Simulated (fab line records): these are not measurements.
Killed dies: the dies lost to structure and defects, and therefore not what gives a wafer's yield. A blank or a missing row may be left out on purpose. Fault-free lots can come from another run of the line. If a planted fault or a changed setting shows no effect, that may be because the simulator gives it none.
fab line records -- flow n5_finfet
record lots=12, wafers=36, last_day=18
route steps=1938 shown MOL_CONTACT_COAG@549 PASSIVATION@1936
lots that met no fault: from a run of the same line without faults
start_h: start of the lot's first displayed wafer, in hours after the record's first day -- wait_h: how many hours have passed since the lot's step before this one -- " unchanged from the row above -- L1.1+2: a single row standing in for several wafers -- - no value, or no start given -- * or withheld: withheld -- < > ~ a bound
route shown NAME@n: names a module that has steps shown in the file, with the first one's number in the route -- usual: average and standard deviation across the fault-free wafers -- same: alike in all rows -- chamber/n: place in a boat -- sites: the reading at each site -- _std_site: the standard deviation of these -- _edge_site: outer sites' mean less inner sites' -- radius_mm: how far each site lies from the wafer's centre -- mask NAME#n: copy n -- behind: tool/chamber where the wafer was last shaped -- hold: why the lot was held/for how many hours/how that ended -- device: names the non-switching transistor (n, p or np) -- end of line: the same wafers' tests at the end of the route -- for a step that has no rows: nothing shown but its recipe -- killed: count of dies lost to structure and defects at first sort (not the wafer's yield) -- map: shows each die of a wafer: x if killed, . if not, _ if none is there
set.NAME: setting as actually run; set.NAME@STEP: the setting as run at that earlier step -- model.NAME: the simulator's own value behind a step, which no gauge read
a sample of lots followed through the steps of the route, with each step as a table and each wafer as a row
services: when a tool's chamber went out of use (start_h, in hours from the record's first day, below 0 if earlier), for how many hours, and the reason
## steps
# step N5_MOL_CONTACT_COAG_ANNEAL_113
# recipe temp_c=400, time_s=300, ambient=H2/N2
# usual lamp_power_pct=2.55/0.1, lamp_zone_4_pct=2.55/0.1, lamp_zone_5_pct=2.55/0.1, wafer_temp_C_max=401.5/0.39
lot.wafer,tool,chamber,start_h,wait_h,lamp_power_pct,lamp_zone_4_pct,lamp_zone_5_pct,wafer_temp_C_max
L493.1,rtp_anneal-01,0,89.36,0.3,2.46,2.46,2.46,401.2
L493.3,rtp_anneal-01,0,89.36,0.3,2.46,2.46,2.46,401.6
L493.5,rtp_anneal-01,0,89.36,0.3,2.46,2.46,2.46,401.3
L494.1,rtp_anneal-02,0,102.51,0.3,2.67,2.67,2.66,401.2
L494.3,rtp_anneal-02,0,102.51,0.3,2.66,2.66,2.66,401.4
L494.6,rtp_anneal-02,0,102.51,0.3,2.66,2.66,2.66,401.8
L496.2,rtp_anneal-02,0,109.18,0.6,2.66,2.67,2.67,401.3
L496.4,rtp_anneal-02,0,109.18,0.6,2.66,2.66,2.66,401.8
L496.6,rtp_anneal-02,0,109.18,0.6,2.66,2.66,2.67,401.7
L497.1,rtp_anneal-01,0,118.22,0.5,2.46,2.46,2.46,401.2
L497.4,rtp_anneal-01,0,118.22,0.5,2.46,2.47,2.46,401.3
L497.6,rtp_anneal-01,0,118.22,0.5,2.46,2.46,2.46,401.0
L498.1,rtp_anneal-01,0,123.78,0.3,2.46,2.46,2.46,400.6
L498.2,rtp_anneal-01,0,123.78,0.3,2.46,2.46,2.46,401.1
L498.4,rtp_anneal-01,0,123.78,0.3,2.46,2.46,2.46,400.8
L500.2,rtp_anneal-01,0,132.10,0.8,2.47,2.47,2.46,401.4
L500.4,rtp_anneal-01,0,132.10,0.8,2.46,2.46,2.46,400.9
L500.6,rtp_anneal-01,0,132.10,0.8,2.46,2.46,2.46,401.4
L507.1,rtp_anneal-02,0,173.81,0.6,2.66,2.66,2.67,402.3
L507.2,rtp_anneal-02,0,173.81,0.6,2.67,2.66,2.67,401.8
L507.5,rtp_anneal-02,0,173.81,0.6,2.66,2.66,2.66,401.6
L509.1,rtp_anneal-02,0,186.86,0.3,2.66,2.66,2.66,402.1
L509.4,rtp_anneal-02,0,186.86,0.3,2.66,2.66,2.66,402.5
L509.6,rtp_anneal-02,0,186.86,0.3,2.67,2.66,2.66,401.8
L510.1,rtp_anneal-02,0,192.70,0.3,2.66,2.67,2.66,402.1
L510.2,rtp_anneal-02,0,192.70,0.3,2.66,2.66,2.66,401.5
L510.4,rtp_anneal-02,0,192.70,0.3,2.67,2.66,2.67,401.9
L511.2,rtp_anneal-01,0,201.43,0.6,2.46,2.46,2.47,401.6
L511.3,rtp_anneal-01,0,201.43,0.6,2.46,2.46,2.46,401.0
L511.5,rtp_anneal-01,0,201.43,0.6,2.46,2.46,2.46,401.4
L513.3,rtp_anneal-01,0,214.34,0.8,2.46,2.46,2.46,401.3
L513.4,rtp_anneal-01,0,214.34,0.8,2.46,2.46,2.46,401.5
L513.5,rtp_anneal-01,0,214.34,0.8,2.46,2.46,2.46,401.0
L514.1,rtp_anneal-01,0,214.95,0.3,2.46,2.46,2.46,401.5
L514.3,rtp_anneal-01,0,214.95,0.3,2.46,2.46,2.46,401.3
L514.4,rtp_anneal-01,0,214.95,0.3,2.45,2.46,2.46,400.8
# step N5_MOL_CONTACT_COAG_ALD_27
# recipe material=SiOC, target_thk_a=170, temp_c=400, ald_precursor_family=carbosiloxane, ald_co_reactant=H2-plasma, pulse_time_s=1.5, time_s=2720, purge_time_s=2, co_reactant_purge_time_s=2, ald_cycles=340, pressure_torr=2
# usual heater_power_w=820/59, precursor_pulse_height_rel=0.998/0.02
# same ald_cycles=340
lot.wafer,tool,chamber,start_h,wait_h,heater_power_w,precursor_pulse_height_rel
L493.1,ald_sin-01,1,92.19,0.0,760,0.975
L493.3,ald_sin-01,3,92.19,0.0,816,0.994
L493.5,ald_sin-01,1,92.19,0.0,762,0.994
L494.1,ald_sin-01,0,105.67,0.0,778,1.011
L494.3,ald_sin-01,1,105.67,0.0,793,1.031
L494.6,ald_sin-01,3,105.67,0.0,815,1.014
L496.2,ald_sin-01,1,112.63,0.0,779,1.002
L496.4,ald_sin-01,3,112.63,0.0,834,0.989
L496.6,ald_sin-01,3,112.63,0.0,825,0.980
L497.1,ald_sin-01,0,122.36,0.0,779,0.995
L497.4,ald_sin-01,2,122.36,0.0,864,0.960
L497.6,ald_sin-01,2,122.36,0.0,851,0.994
L498.1,ald_sin-04,2,126.52,0.0,834,1.037
L498.2,ald_sin-04,0,126.52,0.0,843,1.025
L498.4,ald_sin-04,3,126.52,0.0,782,0.970
L500.2,ald_sin-04,2,134.35,0.0,813,1.049
L500.4,ald_sin-04,0,134.35,0.0,826,1.002
L500.6,ald_sin-04,3,134.35,0.0,771,0.952
L507.1,ald_sin-03,3,177.82,0.0,946,1.004
L507.2,ald_sin-03,2,177.82,0.0,933,0.986
L507.5,ald_sin-03,0,177.82,0.0,715,1.000
L509.1,ald_sin-03,1,190.83,1.6,861,0.979
L509.4,ald_sin-03,2,190.83,1.6,960,0.999
L509.6,ald_sin-03,1,190.83,1.6,879,0.995
L510.1,ald_sin-04,2,195.19,0.0,835,0.973
L510.2,ald_sin-04,1,195.19,0.0,778,1.009
L510.4,ald_sin-04,3,195.19,0.0,757,1.021
L511.2,ald_sin-01,3,203.82,0.0,800,1.015
L511.3,ald_sin-01,2,203.82,0.0,863,1.007
L511.5,ald_sin-01,2,203.82,0.0,845,1.006
L513.3,ald_sin-04,3,217.95,0.0,784,1.024
L513.4,ald_sin-04,2,217.95,0.0,839,1.015
L513.5,ald_sin-04,3,217.95,0.0,781,0.985
L514.1,ald_sin-03,2,218.15,0.0,949,1.025
L514.3,ald_sin-03,0,218.15,0.0,737,1.023
L514.4,ald_sin-03,1,218.15,0.0,879,1.036
# step N5_MOL_CONTACT_COAG_THK_MEAS_29
# recipe reads=SiNx_of_GATE_CUT_PECVD_57+SiNx_of_GATE_CUT_SAC_CAP_01
# usual MD_CAP_THK=17.91/0.089
lot.wafer,tool,chamber,start_h,wait_h,MD_CAP_THK[nm]
L493.1,film_metro-01,-,94.05,-,17.88
L493.3,film_metro-01,-,94.05,-,17.85
L493.5,film_metro-01,-,94.05,-,17.89
L494.1,film_metro-01,-,107.53,-,17.86
L494.3,film_metro-01,-,107.53,-,18.03
L494.6,film_metro-01,-,107.53,-,17.88
L496.2,film_metro-02,-,114.49,-,17.91
L496.4,film_metro-02,-,114.49,-,17.96
L496.6,film_metro-02,-,114.49,-,17.94
L497.1,film_metro-01,-,124.22,-,17.87
L497.4,film_metro-01,-,124.22,-,18.08
L497.6,film_metro-01,-,124.22,-,17.87
L498.1,film_metro-02,-,128.38,-,17.95
L498.2,film_metro-02,-,128.38,-,17.87
L498.4,film_metro-02,-,128.38,-,18.07
L500.2,film_metro-02,-,136.41,-,17.97
L500.4,film_metro-02,-,136.41,-,17.76
L500.6,film_metro-02,-,136.41,-,17.93
L507.1,film_metro-02,-,179.68,-,17.78
L507.2,film_metro-02,-,179.68,-,17.90
L507.5,film_metro-02,-,179.68,-,17.90
L509.1,film_metro-01,-,192.77,-,18.05
L509.4,film_metro-01,-,192.77,-,17.98
L509.6,film_metro-01,-,192.77,-,18.09
L510.1,film_metro-01,-,197.05,-,17.99
L510.2,film_metro-01,-,197.05,-,17.91
L510.4,film_metro-01,-,197.05,-,18.07
L511.2,film_metro-02,-,205.68,-,17.86
L511.3,film_metro-02,-,205.68,-,17.99
L511.5,film_metro-02,-,205.68,-,17.93
L513.3,film_metro-01,-,219.82,-,17.97
L513.4,film_metro-01,-,219.82,-,18.00
L513.5,film_metro-01,-,219.82,-,17.99
L514.1,film_metro-02,-,220.02,-,18.00
L514.3,film_metro-02,-,220.02,-,18.06
L514.4,film_metro-02,-,220.02,-,17.95
# step N5_MOL_CONTACT_COAG_PECVD_31
# recipe material=SiO2, target_thk_a=460, temp_c=400, precursor=TEOS/O2, pressure_torr=6.5, rf_w=withheld, teos_flow_sccm=withheld, gas=O2, flow_sccm=2650, time_s=8.9
# usual susceptor_temp_C=399.99/0.22
lot.wafer,tool,chamber,start_h,wait_h,susceptor_temp_C
L493.1,pecvd-04,2,95.68,0.3,400.04
L493.3,pecvd-04,1,95.68,0.3,400.00
L493.5,pecvd-04,1,95.68,0.3,399.86
L494.1,pecvd-01,1,108.07,0.3,400.16
L494.3,pecvd-01,0,108.07,0.3,399.75
L494.6,pecvd-01,2,108.07,0.3,399.87
L496.2,pecvd-01,0,115.04,0.3,399.40
L496.4,pecvd-01,0,115.04,0.3,399.60
L496.6,pecvd-01,1,115.04,0.3,399.86
L497.1,pecvd-01,2,124.76,0.3,384.51
L497.4,pecvd-01,0,124.76,0.3,399.44
L497.6,pecvd-01,1,124.76,0.3,400.07
L498.1,pecvd-01,1,128.92,0.3,400.21
L498.2,pecvd-01,2,128.92,0.3,384.60
L498.4,pecvd-01,1,128.92,0.3,400.00
L500.2,pecvd-01,1,136.95,0.3,400.10
L500.4,pecvd-01,2,136.95,0.3,383.65
L500.6,pecvd-01,0,136.95,0.3,399.77
L507.1,pecvd-02,2,180.22,0.3,399.85
L507.2,pecvd-02,1,180.22,0.3,400.05
L507.5,pecvd-02,0,180.22,0.3,400.04
L509.1,pecvd-04,0,193.31,0.3,399.94
L509.4,pecvd-04,0,193.31,0.3,399.85
L509.6,pecvd-04,2,193.31,0.3,400.07
L510.1,pecvd-01,2,197.59,0.3,400.08
L510.2,pecvd-01,0,197.59,0.3,399.86
L510.4,pecvd-01,2,197.59,0.3,399.91
L511.2,pecvd-02,0,206.67,0.3,399.98
L511.3,pecvd-02,2,206.67,0.3,400.11
L511.5,pecvd-02,0,206.67,0.3,399.71
L513.3,pecvd-01,0,221.24,0.3,400.04
L513.4,pecvd-01,1,221.24,0.3,400.19
L513.5,pecvd-01,1,221.24,0.3,400.07
L514.1,pecvd-02,0,221.31,0.3,400.46
L514.3,pecvd-02,2,221.31,0.3,399.84
L514.4,pecvd-02,0,221.31,0.3,400.45
# step N5_MOL_CONTACT_COAG_THK_MEAS_53
# recipe reads=SiO2_of_MOL_CONTACT_COAG_PECVD_31
# usual VIA_MOL_THK=43.7/0.59
lot.wafer,tool,chamber,start_h,wait_h,VIA_MOL_THK[nm]
L493.1,film_metro-01,-,99.51,-,44.1
L493.3,film_metro-01,-,99.51,-,42.6
L493.5,film_metro-01,-,99.51,-,43.3
L494.1,film_metro-01,-,111.70,-,43.7
L494.3,film_metro-01,-,111.70,-,44.2
L494.6,film_metro-01,-,111.70,-,43.9
L496.2,film_metro-01,-,118.33,-,43.3
L496.4,film_metro-01,-,118.33,-,44.0
L496.6,film_metro-01,-,118.33,-,43.3
L497.1,film_metro-02,-,128.17,-,47.5
L497.4,film_metro-02,-,128.17,-,44.7
L497.6,film_metro-02,-,128.17,-,44.6
L498.1,film_metro-02,-,132.40,-,43.6
L498.2,film_metro-02,-,132.40,-,47.4
L498.4,film_metro-02,-,132.40,-,45.0
L500.2,film_metro-02,-,141.96,-,43.2
L500.4,film_metro-02,-,141.96,-,47.9
L500.6,film_metro-02,-,141.96,-,44.4
L507.1,film_metro-02,-,184.92,-,43.7
L507.2,film_metro-02,-,184.92,-,43.3
L507.5,film_metro-02,-,184.92,-,44.4
L509.1,film_metro-02,-,198.12,-,43.8
L509.4,film_metro-02,-,198.12,-,43.5
L509.6,film_metro-02,-,198.12,-,44.2
L510.1,film_metro-02,-,201.12,-,43.4
L510.2,film_metro-02,-,201.12,-,43.8
L510.4,film_metro-02,-,201.12,-,43.8
L511.2,film_metro-02,-,210.80,-,43.6
L511.3,film_metro-02,-,210.80,-,43.6
L511.5,film_metro-02,-,210.80,-,44.4
L513.3,film_metro-01,-,226.98,-,43.7
L513.4,film_metro-01,-,226.98,-,43.2
L513.5,film_metro-01,-,226.98,-,43.6
L514.1,film_metro-02,-,227.31,-,44.0
L514.3,film_metro-02,-,227.31,-,43.4
L514.4,film_metro-02,-,227.31,-,44.2
# step N5_PASSIVATION_PROBE_49
# usual killed_at_M0_to_M3=33/11, killed_at_M4_up=14/5, killed_at_contacts=11/7.3, killed_at_front_end=43/12, killed_at_other=4/3.1, killed_dies=106/17, killed_open=69/13, killed_short=34/8.7
# same gross_dies=1180, killed_at_back_side=0
lot.wafer,tool,chamber,start_h,wait_h,killed_at_M0_to_M3,killed_at_M4_up,killed_at_contacts,killed_at_front_end,killed_at_other,killed_dies,killed_open,killed_short
L494.1,prober-02,-,318.22,0.0,22,24,8,38,1,93,72,21
L494.3,prober-02,-,318.32,0.1,36,17,5,52,0,110,80,29
L494.6,prober-02,-,318.47,0.3,35,14,7,43,3,102,69,32
L509.1,prober-01,-,403.89,0.0,35,14,1,59,6,115,75,32
L509.4,prober-01,-,404.04,0.2,30,11,3,38,9,91,62,26
L509.6,prober-01,-,404.14,0.3,39,17,2,47,4,109,77,31
L507.1,prober-02,-,407.13,0.0,35,10,26,37,2,110,80,28
L507.2,prober-02,-,407.18,0.1,27,16,31,60,4,138,102,30
L507.5,prober-02,-,407.33,0.2,25,19,51,36,5,136,104,26
L510.1,prober-02,-,425.35,0.0,27,18,19,61,1,126,87,38
L510.2,prober-02,-,425.40,0.1,52,16,9,43,4,124,77,46
L510.4,prober-02,-,425.50,0.2,21,19,15,36,7,98,67,29
L513.3,prober-01,-,438.28,0.1,42,16,15,30,4,107,76,28
L513.4,prober-01,-,438.33,0.2,49,28,17,31,2,127,92,32
L513.5,prober-01,-,438.38,0.2,40,21,4,28,2,95,72,16
# killed by level:class
L494.1 BEOL_M4:geometric_particle:open=12 BEOL_M1:geometric_particle:open=7 BEOL_M3:geometric_particle:open=6 GATE_CUT:geometric_particle:short=6 GATE_CUT:geometric_particle:open=6 MOL_CONTACT_COAG:geometric_particle:open=6 STI_FIN_REVEAL:geometric_particle:open=5 BEOL_M2:geometric_particle:open=5
L494.3 STI_FIN_REVEAL:geometric_particle:open=26 BEOL_M0_SAQP:geometric_particle:short=10 BEOL_M1:geometric_particle:open=10 DUMMY_GATE:geometric_particle:open=9 BEOL_M4:geometric_particle:open=7 BEOL_M2:geometric_particle:open=6 MOL_CONTACT_COAG:geometric_particle:open=5 STARTING-WAFER:geometric_particle:short=5
L494.6 STI_FIN_REVEAL:geometric_particle:open=12 BEOL_M2:geometric_particle:open=9 FIN_SAQP:geometric_particle:short=7 GATE_CUT:geometric_particle:short=7 MOL_CONTACT_COAG:geometric_particle:open=7 BEOL_M1:geometric_particle:open=7 BEOL_M3:geometric_particle:open=5 GATE_CUT:geometric_particle:open=4
L509.1 STI_FIN_REVEAL:geometric_particle:open=24 BEOL_M1:geometric_particle:open=15 STI_FIN_REVEAL:geometric_particle:short=7 BEOL_M3:geometric_particle:open=6 STARTING-WAFER:geometric_particle:short=6 HKMG_FIN:area_etch=6 BEOL_M0_SAQP:geometric_particle:short=5 BEOL_M0_SAQP:geometric_particle:open=5
L509.4 STI_FIN_REVEAL:geometric_particle:open=20 BEOL_M1:geometric_particle:open=7 BEOL_M3:geometric_particle:open=6 DUMMY_GATE:geometric_particle:open=5 BEOL_M2:geometric_particle:open=5 GATE_CUT:geometric_particle:short=4 BEOL_M0_SAQP:geometric_particle:open=4 MIM_TOP_ETCH:geometric_particle:short=4
L509.6 STI_FIN_REVEAL:geometric_particle:open=13 BEOL_M3:geometric_particle:open=10 GATE_CUT:geometric_particle:short=9 BEOL_M4:geometric_particle:open=8 ILD0:geometric_particle:open=7 BEOL_M0_SAQP:geometric_particle:open=7 BEOL_M2:geometric_particle:open=7 BEOL_M1:geometric_particle:open=6
L507.1 MOL_CONTACT_COAG:geometric_particle:open=20 STI_FIN_REVEAL:geometric_particle:open=16 BEOL_M1:geometric_particle:open=10 BEOL_M0_SAQP:geometric_particle:open=9 FIN_SAQP:geometric_particle:open=6 MOL_CONTACT_COAG:geometric_particle:short=6 STI_FIN_REVEAL:geometric_particle:short=5 BEOL_M2:geometric_particle:short=5
L507.2 MOL_CONTACT_COAG:geometric_particle:open=26 STI_FIN_REVEAL:geometric_particle:open=24 BEOL_M0_SAQP:geometric_particle:open=7 FIN_SAQP:geometric_particle:open=6 BEOL_M0_SAQP:geometric_particle:short=6 HKMG_FIN:area_etch=6 FIN_SAQP:geometric_particle:short=5 STI_FIN_REVEAL:geometric_particle:short=5
L507.5 MOL_CONTACT_COAG:geometric_particle:open=44 BEOL_M4:geometric_particle:open=12 FIN_SAQP:geometric_particle:open=9 STI_FIN_REVEAL:geometric_particle:open=8 MOL_CONTACT_COAG:geometric_particle:short=7 BEOL_M0_SAQP:geometric_particle:short=5 BEOL_M1:geometric_particle:open=5 HKMG_FIN:area_etch=5
L510.1 MOL_CONTACT_COAG:geometric_particle:open=19 FIN_SAQP:geometric_particle:open=17 FIN_SAQP:geometric_particle:short=14 BEOL_M5:geometric_particle:open=7 DUMMY_GATE:geometric_particle:open=6 BEOL_M3:geometric_particle:short=5 STI_FIN_REVEAL:geometric_particle:open=5 GATE_CUT:geometric_particle:open=5
L510.2 BEOL_M1:geometric_particle:open=15 STI_FIN_REVEAL:geometric_particle:open=13 BEOL_M0_SAQP:geometric_particle:short=12 BEOL_M3:geometric_particle:open=12 GATE_CUT:geometric_particle:short=10 MOL_CONTACT_COAG:geometric_particle:open=8 BEOL_M5:geometric_particle:open=8 FIN_SAQP:geometric_particle:short=6
L510.4 MOL_CONTACT_COAG:geometric_particle:open=12 STI_FIN_REVEAL:geometric_particle:open=10 BEOL_M3:geometric_particle:open=6 BEOL_M4:geometric_particle:open=6 BEOL_M0_SAQP:geometric_particle:short=5 MIM_TOP:geometric_particle:open=5 FIN_SAQP:geometric_particle:short=4 FIN_SAQP:geometric_particle:open=4
L513.3 MOL_CONTACT_COAG:geometric_particle:open=13 BEOL_M0_SAQP:geometric_particle:open=9 BEOL_M2:geometric_particle:open=8 BEOL_M4:geometric_particle:open=8 STI_FIN_REVEAL:geometric_particle:open=7 BEOL_M0_SAQP:geometric_particle:short=7 DUMMY_GATE:geometric_particle:open=6 BEOL_M0:geometric_particle:open=5
L513.4 BEOL_M4:geometric_particle:open=18 MOL_CONTACT_COAG:geometric_particle:open=13 BEOL_M3:geometric_particle:open=11 BEOL_M2:geometric_particle:open=10 BEOL_M0_SAQP:geometric_particle:open=7 STARTING-WAFER:geometric_particle:open=6 FIN_SAQP:geometric_particle:open=6 BEOL_M0:geometric_particle:open=6
L513.5 BEOL_M1:geometric_particle:open=12 BEOL_M4:geometric_particle:open=12 BEOL_M2:geometric_particle:open=10 BEOL_M0_SAQP:geometric_particle:open=7 STI_FIN_REVEAL:geometric_particle:open=5 STARTING-WAFER:geometric_particle:open=5 BEOL_M0_SAQP:geometric_particle:short=4 HKMG_FIN:area_etch=4
## services
tool,chamber,start_h,hours,kind
pecvd-04,1,75.64,5.5,scheduled_down
pecvd-02,2,82.04,24.3,repair
pecvd-01,1,90.08,2.1,scheduled_down
pecvd-01,0,157.27,29.6,repair
pecvd-01,1,162.53,5.0,scheduled_down
pecvd-04,2,168.05,5.5,scheduled_down
ald_sin-04,-,177.45,14.0,pm
ald_sin-04,0,177.45,14.0,vent_cycle
ald_sin-04,1,177.45,14.0,vent_cycle
ald_sin-04,2,177.45,14.0,vent_cycle
ald_sin-04,3,177.45,14.0,vent_cycle
pecvd-04,1,177.63,6.5,repair
pecvd-01,-,180.22,1.5,repair
ald_sin-04,0,191.45,-,clean
ald_sin-04,1,191.45,-,clean
ald_sin-04,2,191.45,-,clean
ald_sin-04,3,191.45,-,clean
ald_sin-03,1,198.63,5.4,repair
pecvd-01,2,202.38,-,clean
pecvd-01,2,202.38,-,consumable_replace:showerhead
pecvd-01,2,202.38,29.0,scheduled_down
pecvd-01,2,202.38,29.0,vent_cycle
ald_sin-03,3,216.99,2.3,repair
## key
first_sign step=N5_MOL_CONTACT_COAG_PECVD_31, reading=susceptor_temp_C, direction=down, sigmas=71, usual=*, struck=*
effect step=N5_MOL_CONTACT_COAG_THK_MEAS_53, reading=VIA_MOL_THK, direction=up, sigmas=6.5, usual=43.7, struck=47.6
met_at N5_MOL_CONTACT_COAG_PECVD_31
struck_lots L497,L498,L500
struck_wafers L497.1,L498.2,L500.4
tester_left_out L497,L498,L500
not_acting_at N5_MOL_CONTACT_COAG_ANNEAL_113,N5_MOL_CONTACT_COAG_ALD_27,N5_MOL_CONTACT_COAG_THK_MEAS_29
onset_between 108.07 124.76
fault kind=process_parameter_drift, tool=pecvd-01, chamber=2, onset_h=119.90, steps=N5_MOL_CONTACT_COAG_PECVD_31, channel=temp_c, offset=*, shape=step, end_h=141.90, acts_in=*, stated=*
# tester_left_out: of these lots the tester's yield and bins aren't shown, on N5 and GAA mostly nor the transistor test; their killed dies are dies lost to structure and defects alone, not to doping, threshold or leakage, so they don't give the yield
